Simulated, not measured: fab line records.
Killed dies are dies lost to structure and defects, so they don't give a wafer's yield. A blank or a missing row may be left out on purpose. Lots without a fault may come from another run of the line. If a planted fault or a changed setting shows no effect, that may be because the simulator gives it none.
fab line records    flow nand-harc
record: lots: 6  wafers: 14  last-day: 25
route steps=1159 shown A_STAIRCASE@612 A_SGD_CUT@747 END@1159
lots that met no fault: taken from a fault-free run of the same line
start-h: start of the lot's first displayed wafer, in hours after the record's first day    wait-h: how many hours have passed since the lot's step before this one    " unchanged from the row above    L1.1+2: a single row standing in for several wafers    - no value present, or no start provided    * or withheld: withheld    < > ~ a bound
route shown NAME@n: NAME is a module with steps in the file, n the number in the route of the first one    usual: average and standard deviation across the fault-free wafers    same: alike in all rows    chamber/n: place in a boat    sites: the reading at each site    _std_site: the values' standard deviation    _edge_site: outer sites' mean less inner sites'    radius-mm: for every site, how far away it sits from the centre of the wafer    mask NAME#n: copy n    behind: the tool/chamber that last shaped the wafer    hold: cause of the lot's hold/its duration in hours/its outcome    device: whichever transistor did not switch (one of n, p or np)    end of line: the route-end tests of the same wafers    a step given without rows: its recipe and nothing more    killed: not the wafer's yield, but the dies lost to structure and defects at the first sort    map: a wafer's dies, marking killed ones x, the rest . and places with no die _
set.NAME: the run value of the setting; set.NAME@STEP: its run value at that earlier step    model.NAME: the simulator's own value behind a step, which no gauge read
certain route steps with their lots: each step a table, each wafer a row
services: a tool's chamber out of use, with start hour (start-h, from the record's first day; less than 0 if before it), hours out, and reason
== steps ==
step: NHARC_A_STAIRCASE_HARDBAKE_218
recipe: temp-c: 120  time-s: 140
step: NHARC_A_STAIRCASE_DESCUM_219
recipe: time-s: 3  o2-flow-sccm: 200  ar-flow-sccm: 0  bias-power-w: 0  chemistry: O2
step: NHARC_A_STAIRCASE_TRIM_220
recipe: time-s: 211.2  o2-flow-sccm: 500  ar-flow-sccm: 0  bias-w: 0  chemistry: O2
usual: drypump-motor-current-A: 5.9/0.61  oes-product-au: 1.004/0.012  rf-vpp-V: 57.9/0.8  showerhead-plenum-p-Torr: 3.53/0.1  throttle-valve-pct: 17.037/0.0086
lot.wafer  tool         chamber  start-h  wait-h  drypump-motor-current-A  oes-product-au  rf-hours-counter-h  rf-vpp-V  showerhead-plenum-p-Torr  throttle-valve-pct
L634.4     rie-diel-11  2        251.52   0.1     5.6                      1.008           19                  56.7      3.34                      17.033
L634.5     "            2        "        "       5.6                      1.009           -                   58.9      3.34                      17.026
L634.6     "            3        "        "       5.3                      0.987           -                   58.7      3.41                      17.039
L645.4     rie-diel-03  1        320.06   0.1     4.9                      0.993           -                   57.9      3.62                      17.018
L646.4     rie-diel-11  1        339.63   0.1     6.4                      0.995           49                  57.9      3.61                      17.049
L649.2     rie-diel-03  3        345.54   0.1     6.8                      1.014           49                  57.9      3.48                      17.019
L649.5     "            3        "        "       6.8                      1.021           -                   57.2      3.48                      17.031
L649.6     "            0        "        "       5.6                      1.015           -                   57.9      3.66                      17.050
L652.1     rie-diel-11  3        360.87   0.1     5.4                      0.992           61                  55.7      3.39                      17.040
L652.6     "            1        "        "       6.4                      0.994           -                   58.7      3.60                      17.041
L652.5     "            2        "        "       5.6                      1.008           -                   57.4      3.32                      17.034
L653.4     rie-diel-03  1        382.20   0.1     4.9                      0.991           56                  58.6      3.61                      17.051
L653.2     "            2        "        "       5.7                      0.999           50                  58.4      3.69                      17.045
L653.1     "            0        "        "       5.6                      1.004           57                  58.2      3.65                      17.047
step: NHARC_A_STAIRCASE_ETCH_221
recipe: target-depth-a: 1000  time-s: 40.5  ion-energy-ev: 400  c4f8-flow-sccm: 20  o2-flow-sccm: 10  ar-flow-sccm: withheld  rf-w: 600  bias-w: 1000  chemistry: C4F8/O2
step: NHARC_A_STAIRCASE_TRIM_222
recipe: time-s: 211.2  o2-flow-sccm: 500  ar-flow-sccm: 0  bias-w: 0  chemistry: O2
step: NHARC_A_STAIRCASE_ETCH_223
recipe: target-depth-a: 1000  time-s: 40.5  ion-energy-ev: 400  c4f8-flow-sccm: 20  o2-flow-sccm: 10  ar-flow-sccm: withheld  rf-w: 600  bias-w: 1000  chemistry: C4F8/O2
step: NHARC_A_STAIRCASE_TRIM_224
recipe: time-s: 211.2  o2-flow-sccm: 500  ar-flow-sccm: 0  bias-w: 0  chemistry: O2
step: NHARC_A_STAIRCASE_ETCH_225
recipe: target-depth-a: 1000  time-s: 40.5  ion-energy-ev: 400  c4f8-flow-sccm: 20  o2-flow-sccm: 10  ar-flow-sccm: withheld  rf-w: 600  bias-w: 1000  chemistry: C4F8/O2
step: NHARC_A_STAIRCASE_TRIM_226
recipe: time-s: 211.2  o2-flow-sccm: 500  ar-flow-sccm: 0  bias-w: 0  chemistry: O2
step: NHARC_A_STAIRCASE_ETCH_227
recipe: target-depth-a: 1000  time-s: 40.5  ion-energy-ev: 400  c4f8-flow-sccm: 20  o2-flow-sccm: 10  ar-flow-sccm: withheld  rf-w: 600  bias-w: 1000  chemistry: C4F8/O2
step: NHARC_A_STAIRCASE_TRIM_229
recipe: time-s: 211.2  o2-flow-sccm: 500  ar-flow-sccm: 0  bias-w: 0  chemistry: O2
step: NHARC_A_STAIRCASE_ETCH_230
recipe: target-depth-a: 1000  time-s: 40.5  ion-energy-ev: 400  c4f8-flow-sccm: 20  o2-flow-sccm: 10  ar-flow-sccm: withheld  rf-w: 600  bias-w: 1000  chemistry: C4F8/O2
usual: oes-product-au: 0.947/0.017  rf-vpp-V: 896/3.5
lot.wafer  tool         chamber  start-h  wait-h  oes-product-au  rf-hours-counter-h  rf-vpp-V
L634.4     rie-diel-11  3        252.75   -       0.938           19                  892
L634.6     "            2        "        "       0.959           -                   888
L634.5     "            3        "        "       0.935           -                   892
L645.4     rie-diel-11  2        321.36   -       0.940           43                  887
L646.4     rie-diel-11  2        341.01   -       0.957           50                  889
L649.2     rie-diel-07  1        346.81   -       0.979           42                  896
L649.5     "            2        "        "       0.969           -                   893
L649.6     "            3        "        "       0.940           -                   897
L652.1     rie-diel-07  1        362.23   -       0.932           47                  895
L652.5     "            1        "        "       0.944           -                   895
L652.6     "            2        "        "       0.928           -                   892
L653.1     rie-diel-03  2        383.77   -       0.934           51                  902
L653.2     "            3        "        "       0.951           65                  893
L653.4     "            0        "        "       0.966           58                  901
step: NHARC_A_STAIRCASE_TRIM_231
recipe: time-s: 211.2  o2-flow-sccm: 500  ar-flow-sccm: 0  bias-w: 0  chemistry: O2
step: NHARC_A_STAIRCASE_ETCH_232
recipe: target-depth-a: 1000  time-s: 40.5  ion-energy-ev: 400  c4f8-flow-sccm: 20  o2-flow-sccm: 10  ar-flow-sccm: withheld  rf-w: 600  bias-w: 1000  chemistry: C4F8/O2
step: NHARC_A_STAIRCASE_TRIM_233
recipe: time-s: 211.2  o2-flow-sccm: 500  ar-flow-sccm: 0  bias-w: 0  chemistry: O2
step: NHARC_A_STAIRCASE_ETCH_234
recipe: target-depth-a: 1000  time-s: 40.5  ion-energy-ev: 400  c4f8-flow-sccm: 20  o2-flow-sccm: 10  ar-flow-sccm: withheld  rf-w: 600  bias-w: 1000  chemistry: C4F8/O2
step: NHARC_A_STAIRCASE_TRIM_235
recipe: time-s: 211.2  o2-flow-sccm: 500  ar-flow-sccm: 0  bias-w: 0  chemistry: O2
usual: drypump-motor-current-A: 5.8/0.6  oes-product-au: 1.002/0.013  rf-vpp-V: 57.8/0.86  showerhead-plenum-p-Torr: 3.52/0.092  throttle-valve-pct: 17.037/0.0093
lot.wafer  tool         chamber  start-h  wait-h  drypump-motor-current-A  oes-product-au  rf-hours-counter-h  rf-vpp-V  showerhead-plenum-p-Torr  throttle-valve-pct
L634.4     rie-diel-11  1        -        -       6.4                      1.000           20                  56.9      3.63                      17.056
L634.6     "            2        "        "       5.7                      1.008           -                   58.0      3.34                      17.044
L634.5     "            3        "        "       5.4                      0.988           -                   56.2      3.41                      17.032
L645.4     rie-diel-11  1        -        -       6.4                      0.984           44                  58.2      3.61                      17.045
L646.4     rie-diel-11  3        -        -       5.4                      0.986           54                  57.3      3.39                      17.018
L649.2     rie-diel-07  0        -        -       5.3                      1.018           42                  58.9      3.60                      17.043
L649.5     "            3        "        "       5.1                      0.986           -                   59.0      3.53                      17.037
L649.6     "            0        "        "       5.4                      1.017           -                   57.6      3.60                      17.022
L652.1     rie-diel-07  2        -        -       6.2                      0.989           45                  57.7      3.44                      17.021
L652.6     "            2        "        "       6.2                      0.996           -                   57.6      3.44                      17.028
L652.5     "            3        "        "       5.1                      0.987           -                   56.8      3.53                      17.048
L653.2     rie-diel-03  3        -        -       6.8                      1.012           66                  58.8      3.47                      17.036
L653.4     "            0        "        "       5.6                      1.015           58                  57.7      3.65                      17.037
L653.1     "            1        "        "       4.9                      0.997           58                  58.6      3.61                      17.044
step: NHARC_A_STAIRCASE_ETCH_236
recipe: target-depth-a: 1000  time-s: 40.5  ion-energy-ev: 400  c4f8-flow-sccm: 20  o2-flow-sccm: 10  ar-flow-sccm: withheld  rf-w: 600  bias-w: 1000  chemistry: C4F8/O2
step: NHARC_A_STAIRCASE_STRIP_238
recipe: power-w: 1500  temp-c: 250  chemistry: O2
step: NHARC_A_STAIRCASE_STRIP_239
recipe: time-s: 900  temp-c: 130  chemistry: SPM
step: NHARC_A_STAIRCASE_PRECLEAN_240
recipe: time-s: *  temp-c: 50  bath-age-min: 0  chemistry: SC1
step: NHARC_A_STAIRCASE_SRD_241
step: NHARC_A_STAIRCASE_DEHYDRATE_242
recipe: temp-c: 150  time-s: 120
step: NHARC_A_STAIRCASE_HMDS_243
recipe: time-s: 30
step: NHARC_A_STAIRCASE_COAT_244
recipe: spin-rpm: 1200
step: NHARC_A_STAIRCASE_SOFTBAKE_245
recipe: temp-c: 135  time-s: 170
step: NHARC_A_STAIRCASE_EBR_246
step: NHARC_A_STAIRCASE_EXPOSE_247
recipe: na: 0.5  dose-mj: 25.34  mask-id: SDS_1
step: NHARC_A_STAIRCASE_PEB_248
recipe: peb-temp-c: 115  peb-time-s: 130
step: NHARC_A_STAIRCASE_DEVELOP_249
recipe: time-s: 140
step: NHARC_A_STAIRCASE_HARDBAKE_251
recipe: temp-c: 120  time-s: 140
step: NHARC_A_STAIRCASE_DESCUM_252
recipe: time-s: 3  o2-flow-sccm: 200  ar-flow-sccm: 0  bias-power-w: 0  chemistry: O2
usual: drypump-motor-current-A: 5.8/0.61  oes-product-au: 1.001/0.014  rf-vpp-V: 57.8/0.87  showerhead-plenum-p-Torr: 1.91/0.054  throttle-valve-pct: 11.310/0.0093
same: bias-power-w: 0
lot.wafer  tool         chamber  start-h  wait-h  drypump-motor-current-A  oes-product-au  rf-hours-counter-h  rf-vpp-V  showerhead-plenum-p-Torr  throttle-valve-pct
L634.4     rie-diel-07  1        255.14   -       6.6                      1.013           8                   57.2      1.90                      11.303
L634.5     "            0        "        "       5.3                      1.012           -                   57.1      1.97                      11.311
L634.6     "            1        "        "       6.7                      1.019           -                   57.9      1.91                      11.317
L645.4     rie-diel-11  0        323.86   -       6.1                      0.976           47                  57.5      1.87                      11.331
L646.4     rie-diel-11  0        343.48   -       6.1                      0.989           55                  57.9      1.87                      11.324
L649.2     rie-diel-07  2        349.27   -       6.1                      1.000           41                  58.1      1.86                      11.303
L649.5     "            1        "        "       6.6                      1.013           -                   57.7      1.89                      11.304
L649.6     "            2        "        "       6.1                      1.007           -                   57.9      1.86                      11.308
L652.1     rie-diel-03  3        364.70   -       6.7                      1.004           56                  57.4      1.88                      11.311
L652.5     "            2        "        "       5.6                      0.990           -                   57.3      2.01                      11.299
L652.6     "            3        "        "       6.7                      1.015           -                   56.8      1.88                      11.303
L653.1     rie-diel-07  2        386.43   -       6.2                      1.003           54                  58.1      1.86                      11.313
L653.4     "            0        "        "       5.3                      1.000           54                  58.2      1.95                      11.314
L653.2     "            1        "        "       6.7                      1.027           55                  57.7      1.89                      11.304
step: NHARC_A_STAIRCASE_ETCH_253
recipe: target-depth-a: 500  time-s: 20.2  ion-energy-ev: 400  c4f8-flow-sccm: 20  o2-flow-sccm: 10  ar-flow-sccm: withheld  rf-w: 600  bias-w: 1000  chemistry: C4F8/O2
step: NHARC_A_STAIRCASE_STRIP_254
recipe: power-w: 1500  temp-c: 250  chemistry: O2
step: NHARC_A_STAIRCASE_STRIP_255
recipe: time-s: 900  temp-c: 130  chemistry: SPM
step: NHARC_A_STAIRCASE_PRECLEAN_256
recipe: time-s: *  temp-c: 50  bath-age-min: 0  chemistry: SC1
step: NHARC_A_STAIRCASE_SRD_257
step: NHARC_A_STAIRCASE_HM_DEP_456
recipe: target-thk-a: 15000  temp-c: 400  material: aC
usual: throttle-valve-pct: 34.999/0.0092
lot.wafer  tool        chamber  start-h  wait-h  throttle-valve-pct
L634.4     acl-dep-01  0        260.43   -       34.998
L634.5     "           0        "        "       34.994
L634.6     "           0        "        "       35.004
L645.4     acl-dep-01  0        325.75   -       35.006
L646.4     acl-dep-02  0        348.20   -       34.992
L649.2     acl-dep-03  0        353.19   -       35.007
L649.5     "           0        "        "       34.992
L649.6     "           0        "        "       34.991
L652.1     acl-dep-02  0        369.64   -       34.997
L652.5     "           0        370.87   -       34.983
L652.6     "           0        "        "       35.008
L653.1     acl-dep-02  0        388.12   -       35.009
L653.2     "           0        "        "       35.011
L653.4     "           0        "        "       34.991
step: NHARC_A_STAIRCASE_DEP_259
recipe: target-thk-a: 300  target-thk-nm: 30  temp-c: 400  pressure-torr: 3.5  flow-sccm: 200  rf-w: 350  material: SiON
usual: heater-power-w: 765/68
lot.wafer  tool      chamber  start-h  wait-h  heater-power-w
L634.5     pecvd-01  0        261.46   0.4     814
L634.4     "         1        "        "       825
L634.6     "         2        "        "       815
L645.4     pecvd-01  1        326.83   0.8     829
L646.4     pecvd-01  0        349.79   1.3     836
L649.2     pecvd-01  1        354.82   1.3     817
L649.5     "         2        "        "       844
L649.6     "         0        "        "       794
L652.1     pecvd-01  2        371.53   1.6     806
L652.6     "         2        "        "       810
L652.5     "         0        "        "       827
L653.2     pecvd-01  2        390.02   1.3     827
L653.1     "         0        "        "       825
L653.4     "         0        "        "       835
step: NHARC_A_SGD_CUT_DEP_00
recipe: target-thk-a: 500  temp-c: 400  target-thk-nm: 50  flow-sccm: 200  rf-w: 450  material: SiNx
usual: heater-power-w: 724/81
lot.wafer  tool      chamber  start-h  wait-h  hold                      heater-power-w
L634.5     pecvd-03  0        313.24   0.2     -                         665
L634.4     "         1        "        "       -                         764
L634.6     "         2        "        "       -                         586
L645.4     pecvd-02  1        381.15   2.1     await-dispo/1.9h/release  698
L646.4     pecvd-01  1        410.66   5.3     await-dispo/5.1h/release  737
L649.2     pecvd-01  2        415.74   0.1     -                         773
L649.6     "         2        "        "       -                         796
L649.5     "         0        "        "       -                         755
L652.1     pecvd-03  1        431.37   0.2     -                         766
L652.6     "         2        "        "       -                         576
L652.5     "         0        "        "       -                         760
L653.1     pecvd-03  0        444.37   0.1     -                         745
L653.2     "         1        "        "       -                         768
L653.4     "         1        "        "       -                         785
step: NHARC_END_SORT_01
recipe: temp-c: 25
usual: killed-at-array: 26/10  killed-at-other: 0.5/0.87  killed-at-periphery: 3.0/2.5  killed-dies: 29/11  killed-open: 3.3/1.9  killed-short: 1.8/1.5
same: gross-dies: 677
lot.wafer  tool       chamber  start-h  wait-h  killed-at-array  killed-at-other  killed-at-periphery  killed-dies  killed-open  killed-short
L645.4     prober-01  0        535.20   3.4     49               0                3                    52           3            3
L649.2     prober-01  0        558.72   2.8     38               1                5                    44           5            4
L649.5     prober-01  0        561.09   3.7     34               0                3                    37           3            1
L649.6     prober-01  0        561.89   4.0     26               1                3                    30           6            2
L646.4     prober-02  0        590.08   3.4     70               1                5                    76           3            4
killed by level:class
L645.4 A_STAIRCASE:unspecified=32 A_CHANNEL_HOLE_D1:chamber-film-flake=7 A_STAIRCASE:chamber-film-flake=4 A_ONON_D1:geometric-particle:short=3 P_CONTACT:geometric-particle:open=1 A_SOURCE_PLATE:geometric-particle:open=1 P_ZERO_WELL:chamber-film-flake=1 A_M0:geometric-particle:open=1
L649.2 A_CHANNEL_HOLE_D1:chamber-film-flake=21 A_CONTACT:chamber-film-flake=5 A_STAIRCASE:chamber-film-flake=4 A_WL_FILL:geometric-particle:short=2 P_STI:chamber-film-flake=2 P_CONTACT:geometric-particle:open=1 P_M0:geometric-particle:open=1 A_CHANNEL_FILL_D1:geometric-particle:short=1
L649.5 A_CHANNEL_HOLE_D1:chamber-film-flake=21 A_STAIRCASE:chamber-film-flake=5 A_CONTACT:chamber-film-flake=5 P_STI:chamber-film-flake=2 P_GATE:geometric-particle:open=1 A_SOURCE_PLATE:geometric-particle:short=1 A_CHANNEL_FILL_D1:geometric-particle:open=1 A_M0:geometric-particle:open=1
L649.6 A_CHANNEL_HOLE_D1:chamber-film-flake=16 A_CONTACT:chamber-film-flake=4 P_GATE:geometric-particle:open=1 P_M0:geometric-particle:short=1 A_SOURCE_PLATE:geometric-particle:open=1 A_STAIRCASE:chamber-film-flake=1 A_WL_FILL:geometric-particle:open=1 A_CONTACT:geometric-particle:open=1
L646.4 A_STAIRCASE:unspecified=36 A_CHANNEL_HOLE_D1:chamber-film-flake=22 A_STAIRCASE:chamber-film-flake=3 A_CONTACT:chamber-film-flake=3 P_GATE:chamber-film-flake=2 P_GATE:geometric-particle:short=1 P_M0:geometric-particle:open=1 A_ONON_D1:geometric-particle:open=1
map L645.4 (x killed, . not)
____________.____________
_________...x..._________
_______..........._______
______.............______
_____.x............._____
____.................____
____.................____
___...................___
___...................___
__.....................__
__.x.x..........x......__
_......................._
_......................._
_..x.x.................._
_.......x..............._
_......x................_
..x......................
.......................x.
.........................
......................xxx
.x...................xxxx
_...x................xxx_
_...................xxxx_
_...................xxxx_
_....................xxx_
_...................xxxx_
__.....x............xxx__
__...............x..xxx__
___.......x.x........x___
___................x.x___
____.................____
____.................____
_____..............._____
______..........x..______
_______..........._______
_________......._________
____________.____________
map L646.4 (x killed, . not)
____________.____________
_________......._________
_______..........._______
______.............______
_____..............._____
____.................____
____x................____
___...............xx..___
___..................x___
__.....................__
__.....................__
_...............x....x.._
_........x..x..........._
_......................._
_......................._
_....x.................._
.........................
............x............
.................x...xxx.
......................xxx
.................x...xxxx
_.x..........x.x.....xxx_
_...........xxx.....xxxx_
_x...........xx.x...xxxx_
_............x.xx...xxxx_
_.............xxxx..xxxx_
__.....x......x.x...xxx__
__.............x..xxxxx__
___..........xxxx...xx___
___...................___
____.................____
____.................____
_____..............._____
______.............______
_______..........._______
_________......._________
____________.____________
== services ==
tool         chamber  start-h  hours  kind
rie-diel-07  -        228.35   9.0    pm
pecvd-01     -        237.00   13.0   pm
rie-diel-03  0        269.25   10.1   repair
pecvd-01     -        278.38   5.4    repair
rie-diel-03  -        281.47   2.5    repair
rie-diel-03  2        288.86   36.9   repair
pecvd-03     -        292.42   13.0   pm
acl-dep-01   -        293.07   13.0   pm
rie-diel-03  1        298.74   9.8    repair
rie-diel-03  0        305.88   5.3    repair
pecvd-01     1        328.00   3.8    repair
pecvd-02     -        334.00   13.0   pm
rie-diel-11  -        346.13   0.5    repair
acl-dep-02   -        349.11   13.0   pm
rie-diel-03  1        350.16   4.0    repair
rie-diel-11  -        355.38   0.4    repair
rie-diel-11  1        361.75   2.5    repair
rie-diel-11  -        366.50   9.0    pm
rie-diel-03  -        392.47   9.0    pm
rie-diel-07  -        405.35   9.0    pm
acl-dep-03   -        406.33   13.0   pm
pecvd-01     -        418.40   13.0   pm
pecvd-01     2        435.20   15.0   repair
rie-diel-07  3        437.54   1.3    repair
== key ==
first-sign: step: NHARC_END_SORT_01  reading: killed-at-array  direction: up  sigmas: 3.4  usual: 26  struck: 60
effect: step: NHARC_END_SORT_01  reading: killed-dies  direction: up  sigmas: 3.2  usual: 29  struck: 64
more-kills-born-at: NHARC_A_STAIRCASE_ETCH_230@rie-diel-11: 66
met-at NHARC_A_STAIRCASE_ETCH_230
struck-wafers L645.4,L646.4
tester-left-out L645,L646
onset-between 252.75 321.36
also-fits NHARC_A_STAIRCASE_TRIM_235:rie-diel-11,NHARC_A_STAIRCASE_DESCUM_252:rie-diel-11
fault: kind: chamber-particle-source  tool: rie-diel-11  chamber: 2  onset-h: 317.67  steps: NHARC_A_STAIRCASE_ETCH_230  rate-per-visit-cm2: 0.78412  end-h: 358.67
tester-left-out: of these lots the tester's yield and bins aren't shown, on N5 and GAA mostly nor the transistor test; their killed dies are dies lost to structure and defects alone, not to doping, threshold or leakage, so they don't give the yield
